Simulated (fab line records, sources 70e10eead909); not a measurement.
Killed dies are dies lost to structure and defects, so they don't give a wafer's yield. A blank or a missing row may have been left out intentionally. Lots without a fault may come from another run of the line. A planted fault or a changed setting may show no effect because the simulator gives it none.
A struck lot beside a sound one | flow nand_harc | 14 out of 1159 route steps
Sound: wafers L642.1, L642.4, L642.5. The struck wafers were L651.2, L651.3, L651.6. The cause is given at the end.
Each step with rows lists, per side, the tool, then ch with its chambers, then its first start. Under that, the readings that differ: sound wafers | struck wafers | difference of the means | sigmas: that difference in standard deviations of wafers without a fault.
alike: same words and numbers on both sides, and readings whose means sit less than 2 such deviations apart. not compared: any withheld reading, any reading some wafer has no value for, any bound like >300 that may hide the same value, and any number with overlapping values for which the record gives no deviation.
A row with sigmas, a row that says differs or no value, or rows on one side alone: a step with any of these is where the two part. When numbers do not overlap yet have no deviation, they are printed without sigmas and do not part them. A reading that every wafer of one side lacks parts them only if that side has two wafers or more.

first, 6 steps without rows for these wafers: NHARC_A_STAIRCASE_SOFTBAKE_04 (time 170 s); NHARC_A_STAIRCASE_EBR_05; NHARC_A_STAIRCASE_EXPOSE_06 (exposes mask STAIR); NHARC_A_STAIRCASE_PEB_07 (peb time 130 s); NHARC_A_STAIRCASE_DEVELOP_08 (time 140 s); NHARC_A_STAIRCASE_HARDBAKE_10 (time 140 s).
NHARC_A_STAIRCASE_DESCUM_11: chemistry O2, time 3 s.
  sound on rie_diel-05 ch 0,2, day 11 21:54; struck on rie_diel-04 ch 0,1,3, day 14 00:51
  alike: drypump_motor_current_A, oes_product_au, rf_vpp_V, showerhead_plenum_p_Torr, throttle_valve_pct
  not compared: rf_hours_counter_h
then, 1 step without rows for these wafers: NHARC_A_STAIRCASE_TRIM_12 (chemistry O2, time 211.2 s).
NHARC_A_STAIRCASE_ETCH_13: etches the open film in C4F8/O2, target depth 100 nm, time 40.5 s.
  sound: rie_diel-05 ch 1,2,3; struck: rie_diel-04 ch 0,2
  alike: oes_product_au, rf_vpp_V
  not compared: rf_hours_counter_h
NHARC_A_STAIRCASE_TRIM_14: chemistry O2, time 211.2 s.
  sound: rie_diel-05 ch 0,2,3; struck: rie_diel-04 ch 0,1
  reading                | sound                | struck               | difference | sigmas
  throttle_valve_pct (%) | 17.045 17.039 17.052 | 17.015 17.017 17.042 | -0.021     | -2
  alike: chamber_pressure_mTorr, drypump_motor_current_A, oes_product_au, rf_vpp_V, showerhead_plenum_p_Torr
  not compared: rf_hours_counter_h
NHARC_A_STAIRCASE_ETCH_15: etches the open film in C4F8/O2, target depth 100 nm, time 40.5 s.
  sound: rie_diel-05 ch 2,3; struck: rie_diel-04 ch 0,2,3
  alike: oes_product_au, rf_vpp_V
  not compared: rf_hours_counter_h
NHARC_A_STAIRCASE_TRIM_16: chemistry O2, time 211.2 s.
  sound on rie_diel-05 ch 0,2,3, day 11 22:32; struck on rie_diel-04 ch 0,1,3, day 14 01:37
  no value came back on the struck wafers for any of 7 readings (bias_w (W), chamber_pressure_mTorr (mTorr) and others); on the sound wafers bias_w (W) reads 0 0 0
  not compared: rf_hours_counter_h
NHARC_A_STAIRCASE_ETCH_17: etches the open film in C4F8/O2, target depth 100 nm, time 40.5 s.
  sound: rie_diel-05 ch 0,1,3; struck: rie_diel-04 ch 0,1
  alike: oes_product_au, rf_vpp_V
  not compared: rf_hours_counter_h
-- jump in the record: it breaks off in module A_STAIRCASE and resumes in module END (first step shown: number 1159 of the route), and 8 days separate the struck wafers' starts before and after --
NHARC_END_SORT_01:
  only the struck wafers appear in the record here, on prober-01 ch 0 at day 22 04:32; the sound ones have no rows

## WHERE THEY PART
Last at NHARC_END_SORT_01 as far as this record goes, first at NHARC_A_STAIRCASE_TRIM_14.

WHY: what had been put in by the simulator
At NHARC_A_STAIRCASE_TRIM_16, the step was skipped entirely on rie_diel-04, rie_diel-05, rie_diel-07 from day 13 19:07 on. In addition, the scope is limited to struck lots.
